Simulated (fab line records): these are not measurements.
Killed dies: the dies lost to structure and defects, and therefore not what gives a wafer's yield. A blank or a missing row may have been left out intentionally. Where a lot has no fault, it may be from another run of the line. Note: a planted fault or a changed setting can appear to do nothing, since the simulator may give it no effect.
Struck lot and sound lot, side by side | flow n5 finfet | 36 steps out of a route of 1938
Sound: the wafers L139.2, L139.3, L139.6. Wafers struck: L131.3, L131.4, L131.5. The cause is named last.
At each step with rows: each side's tool, then ch and its chambers, then its first start. Under that, the readings that differ: sound wafers | struck wafers | difference of the means | sigmas: that difference in standard deviations of wafers without a fault.
alike: a reading whose means differ by less than 2 such deviations, as well as words and numbers matching on both sides. not compared: withheld readings; readings where some wafer has no value; bounds like >300 that might hide an equal value; numbers whose values overlap and for which the record gives no deviation.
A row with sigmas, a row that says differs or no value, or rows on one side alone: a step with any of these is where the two part. Numbers that have no deviation but don't overlap get no sigmas and don't part them. A reading that every wafer of one side lacks parts them only if that side has two wafers or more.

first, 9 steps without rows for these wafers: N5_BEOL_M4_ANNEAL_95 (time 240 s); N5_BEOL_M4_SPUTTER_96 (material Cu, target thk 4.5 nm, time 8.29 s); N5_BEOL_M4_ECD_50 (material Cu, target thk 300 nm); N5_BEOL_M4_ANNEAL_51 (time 90 s); N5_BEOL_M4_CMP_52 (polishes, stops on SiOC, t overpolish 6.8 s, target thk 40 nm); N5_BEOL_M4_PRE_CLEAN_60 (time 15 s); N5_BEOL_M4_CO_CAP_55 (material Co, precursor CCTBA/H2, target thk 2 nm, time 102.1 s); N5_BEOL_M4_PRE_CLEAN_56 (time 15 s); N5_BEOL_M4_DEP_57 (deposits SiCN from 3MS/NH3, target thk 8 nm, time 14 s).
N5_BEOL_M4_RC_MEAS_101:
  sound on prober-02 ch 0, day 14 19:10; struck on prober-02 ch 0, day 12 19:52
  reading        | sound             | struck            | difference | sigmas
  DIBL_N (mV/V)  | 36.4 36.6 36.3    | 33.6 33.7 32.1    | -3.3       | -2
  DIBL_P (mV/V)  | 37.7 38.5 37.8    | 34.5 34.6 33.4    | -3.8       | -2
  IOFF_N (nA/um) | 0.172 0.183 0.191 | 0.133 0.126 0.114 | -0.058     | -2
  VT_N (mV)      | 247 248 244       | 251 253 255       | +7         | +2
  alike: IOFF_P, ION_N, ION_P, SS_N, SS_P, VT_P
then, 24 steps without rows for these wafers: N5_BEOL_M5_ILD_DEP_00 (deposits SiCOH lowk from DEMS/porogen, target thk 140.64 nm, time 25.9 s); N5_BEOL_M5_CURE_79 (cures SiCOH lowk, time 240 s); N5_BEOL_M5_PECVD_70 (deposits SiO2 from TEOS/O2, target thk 16 nm, time 18 s); N5_BEOL_M5_HM_DEP_02 (deposits TiN, target thk 20 nm); N5_BEOL_M5_COAT_59 (time 60 s, resist thk 60 nm); N5_BEOL_M5_COAT_60 (time 60 s, resist thk 12 nm); N5_BEOL_M5_COAT_71 (time 60 s, resist thk 5 nm); N5_BEOL_M5_COAT_05 (resist thk 30 nm); N5_BEOL_M5_EBR_07; N5_BEOL_M5_SOFTBAKE_06 (time 60 s); N5_BEOL_M5_EXPOSE_08 (exposes mask M5, target cd 28 nm); N5_BEOL_M5_PEB_09 (peb time 60 s); N5_BEOL_M5_DEVELOP_10 (develop time 30 s); N5_BEOL_M5_DESCUM_16 (chemistry O2, time 7 s); N5_BEOL_M5_ETCH_72 (etches underlayer in N2/H2, target depth 6.5 nm, time 5.2 s); N5_BEOL_M5_ETCH_61 (etches SiARC in CF4, target depth 15.6 nm, time 26 s); N5_BEOL_M5_ETCH_62 (etches SOC in N2/H2, target depth 75 nm, overetch 15 nm, time 112.5 s); N5_BEOL_M5_STRIP_63 (strips in N2/H2); N5_BEOL_M5_STRIP_73 (strips in N2/H2); N5_BEOL_M5_STRIP_64 (strips in CF4); N5_BEOL_M5_HM_OPEN_17 (chemistry Cl2/BCl3, target TiN, target depth 20 nm, overetch 6 nm); N5_BEOL_M5_STRIP_19 (strips in O2); N5_BEOL_M5_COAT_65 (time 60 s, resist thk 60 nm); N5_BEOL_M5_COAT_66 (time 60 s, resist thk 12 nm).
N5_BEOL_M7_PECVD_70: deposits SiO2 from TEOS/O2, target thk 20 nm, time 22.7 s.
  sound on pecvd-03 ch 0,2, day 16 03:05; struck on pecvd-01 ch 1,2, day 13 18:32
  no value came back on the struck wafers for any of 5 readings (chamber pressure Torr (Torr), heater power outer w (W) and others); on the sound wafers chamber pressure Torr (Torr) reads 5.500 5.524 5.513
-- record jumps: 3 days separate the struck wafers' starts on either side; left off in module BEOL_M7, taken up again in module PASSIVATION, whose first shown step is the route's number 1936 --
N5_PASSIVATION_PROBE_49:
  struck on prober-01, day 17 04:14; sound on prober-01, day 19 21:18
  reading                  | sound          | struck         | difference | sigmas
  defect limited yield (%) | 89.2 88.1 90.7 | 63.1 62.5 62.5 | -26.6      | -19
  killed_at_M4_up          | 6 10 12        | 350 321 332    | +325       | +62
  killed dies              | 128 141 110    | 435 443 443    | +314       | +20
  killed on rim            | 19 14 17       | 68 66 19       | +34        | +8
  sort_bin_5_function (%)  | 6.5 7.5 6.2    | 34.3 32.8 32.7 | +26.5      | +30
  sort n pass              | 1052 1039 1070 | 745 737 737    | -314       | -20
  sort yield pct (%)       | 89.2 88.1 90.7 | 63.1 62.5 62.5 | -26.6      | -19
  alike: killed_at_M0_to_M3, killed at contacts, killed at front end, killed at other, killed open, killed short, sort_bin_6_memory

## WHERE THEY PART
Last at N5_PASSIVATION_PROBE_49 as far as this record goes, first at N5_BEOL_M4_RC_MEAS_101.

WHY: whatever the simulator had introduced
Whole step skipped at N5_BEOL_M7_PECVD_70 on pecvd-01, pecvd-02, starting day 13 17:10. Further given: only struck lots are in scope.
